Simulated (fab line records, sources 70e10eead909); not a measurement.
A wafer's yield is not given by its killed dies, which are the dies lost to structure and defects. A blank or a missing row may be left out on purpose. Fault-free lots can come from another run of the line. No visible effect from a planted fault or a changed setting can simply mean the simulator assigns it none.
A struck lot beside a sound one ; flow nandHarc ; 15 out of 1302 route steps
Sound: the wafers L150.1, L150.5, L150.6. The struck wafers were L158.1, L158.5, L158.6. The cause is given at the end.
Per side, at each step with rows, come the tool, then ch with its chambers, and then its first start. Under that, the readings that differ: sound wafers ; struck wafers ; difference of the means ; sigmas: that difference in standard deviations of wafers without a fault.
alike: a reading whose means differ by less than 2 such deviations, as well as words and numbers matching on both sides. not compared: withheld readings; readings where some wafer has no value; bounds like >300 that might hide an equal value; numbers whose values overlap and for which the record gives no deviation.
The two part at a step that has a row with sigmas, a row that says differs or no value, or rows on one side only. When numbers do not overlap yet have no deviation, they are printed without sigmas and do not part them. A reading that every wafer of one side lacks parts them only if that side has two wafers or more.

NHARC_A_ONON_D2_THK_MEAS_02: measures by ellipsometry.
  sound on filmMetro-01 at day 13 21:13; struck on filmMetro-02 at day 17 08:01
reading;sound;struck;difference;sigmas
thkNm (nm);993 992 991;1011 1011 1011;+19;+2
after that, 1 step with no rows for these wafers: NHARC_A_ONON_D2_DEP_03 (target thk 1000 nm).
NHARC_A_ONON_D2_THK_MEAS_05: measures by ellipsometry.
  sound on filmMetro-01 at day 13 21:47; struck on filmMetro-01 at day 17 08:34
  alike: thkNm
after that, 1 step with no rows for these wafers: NHARC_A_ONON_D2_DEP_06 (target thk 1000 nm).
NHARC_A_ONON_D2_THK_MEAS_08: measures by ellipsometry.
  sound on filmMetro-02 at day 13 22:28; struck on filmMetro-02 at day 17 09:08
  alike: thkNm
after that, 1 step with no rows for these wafers: NHARC_A_ONON_D2_DEP_09 (target thk 1000 nm).
NHARC_A_ONON_D2_THK_MEAS_11: measures by ellipsometry.
  sound on filmMetro-01 at day 13 23:02; struck on filmMetro-02 at day 17 09:42
  alike: thkNm
after that, 1 step with no rows for these wafers: NHARC_A_ONON_D2_DEP_12 (target thk 1000 nm).
NHARC_A_ONON_D2_THK_MEAS_14: measures by ellipsometry.
  sound on filmMetro-02 at day 13 23:35; struck on filmMetro-01 at day 17 10:16
  alike: thkNm
then, 2 steps without rows for these wafers: NHARC_A_ONON_D2_ANNEAL_15 (time 3600 s); NHARC_A_ONON_D2_DEP_16 (target thk 1000 nm).
NHARC_A_ONON_D2_THK_MEAS_18: measures by ellipsometry.
  sound on filmMetro-02 at day 14 10:19; struck on filmMetro-01 at day 17 18:02
  alike: thkNm
NHARC_A_ONON_D2_DEP_19: target thk 1000 nm.
  sound on pecvdOnon-03 ch 0, day 14 10:30; struck on pecvdOnon-03 ch 0, day 17 18:05
NHARC_A_ONON_D2_THK_MEAS_21: measures by ellipsometry.
  sound on filmMetro-02 at day 14 11:01; struck on filmMetro-02 at day 17 18:46
reading;sound;struck;difference;sigmas
thkNm (nm);1007 1007 1007;1076 1076 1075;+69;+7
  not compared: hold
-- record jumps: 13 days between struck wafers' starts before vs after; left off in module A_ONON_D2, resumes in module END, first step shown is number 1302 of the route --
NHARC_END_SORT_01:
  sound on prober-02 ch 0, day 25 13:16; struck on prober-02 ch 0, day 30 18:14
  alike: killedAtArray, killedAtOther, killedAtPeriphery, killedDies, killedOpen, killedShort

WHERE THEY PART
Last at NHARC_A_ONON_D2_THK_MEAS_21 as far as this record goes, first at NHARC_A_ONON_D2_THK_MEAS_02. Later steps at which nothing parts them and some readings are alike: NHARC_END_SORT_01.

WHY: whatever the simulator had introduced
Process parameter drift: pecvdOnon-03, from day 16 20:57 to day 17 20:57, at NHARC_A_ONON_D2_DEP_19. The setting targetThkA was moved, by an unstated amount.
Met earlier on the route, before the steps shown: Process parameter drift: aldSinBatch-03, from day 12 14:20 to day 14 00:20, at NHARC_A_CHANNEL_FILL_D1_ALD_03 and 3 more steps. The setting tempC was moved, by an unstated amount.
